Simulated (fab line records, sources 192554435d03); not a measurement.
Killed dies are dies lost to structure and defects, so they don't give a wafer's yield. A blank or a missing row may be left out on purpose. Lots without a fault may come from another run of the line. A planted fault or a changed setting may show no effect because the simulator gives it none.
Chamber matching | flow n5_finfet | N5_BEOL_M4_ETCH_70 on rie_diel-01: 4 sister chambers
The step etches SOC in N2/H2, target depth 80 nm, overetch 24 nm, time 130 s. 8 wafers are shown with their chamber, then 9 later ones without.

WAFERS WITH THEIR CHAMBER
wafer  | chamber | throttle_valve_pct (%) | drypump_motor_current_A (A)
L567.3 | 3       | 17.84                  | 6.5
L569.6 | 3       | 17.85                  | 6.4
L571.2 | 2       | 17.29                  | 5.0
L571.4 | 0       | 17.77                  | 5.6
L574.1 | 2       | 17.28                  | 5.1
L574.4 | 1       | 17.85                  | 5.8
L574.6 | 0       | 17.76                  | 5.6
L577.2 | 1       | 17.86                  | 5.8

WAFERS WITHOUT THEIR CHAMBER
wafer  | throttle_valve_pct (%) | drypump_motor_current_A (A)
L577.4 | 17.32                  | 5.1
L577.6 | 17.76                  | 5.6
L575.1 | 17.79                  | 5.6
L575.2 | 17.33                  | 5.1
L575.5 | 17.88                  | 6.5
L578.2 | 17.82                  | 5.6
L578.4 | 17.90                  | 6.5
L578.5 | 17.32                  | 5.1
L582.6 | 17.80                  | 5.6

WHICH CHAMBER EACH WENT THROUGH
wafer  | from the rows above     | in truth
L577.4 | 2                       | 2
L577.6 | 0                       | 0
L575.1 | 0                       | 0
L575.2 | 2                       | 2
L575.5 | 3                       | 3
L578.2 | can't be placed: 1 or 0 | 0
L578.4 | 3                       | 3
L578.5 | 2                       | 2
L582.6 | 0                       | 0
Placed correctly: 8 of 9. Can't be placed from these rows: 1 (the true chamber is among the candidates in 1). Placed wrongly: 0.
How it was worked out, from the rows above alone: a wafer's distance from a chamber is the root of the sum, over the readings, of the square of ((its reading less the chamber's mean) divided by the reading's scatter). The wafer belongs to the nearest chamber; if the next one is less than 2 further off, it can't be placed. A chamber's mean is the mean of its shown wafers. The scatter: the root of (the sum of the squares of (reading less its chamber's mean) over the shown wafers, divided by (wafers less chambers)).
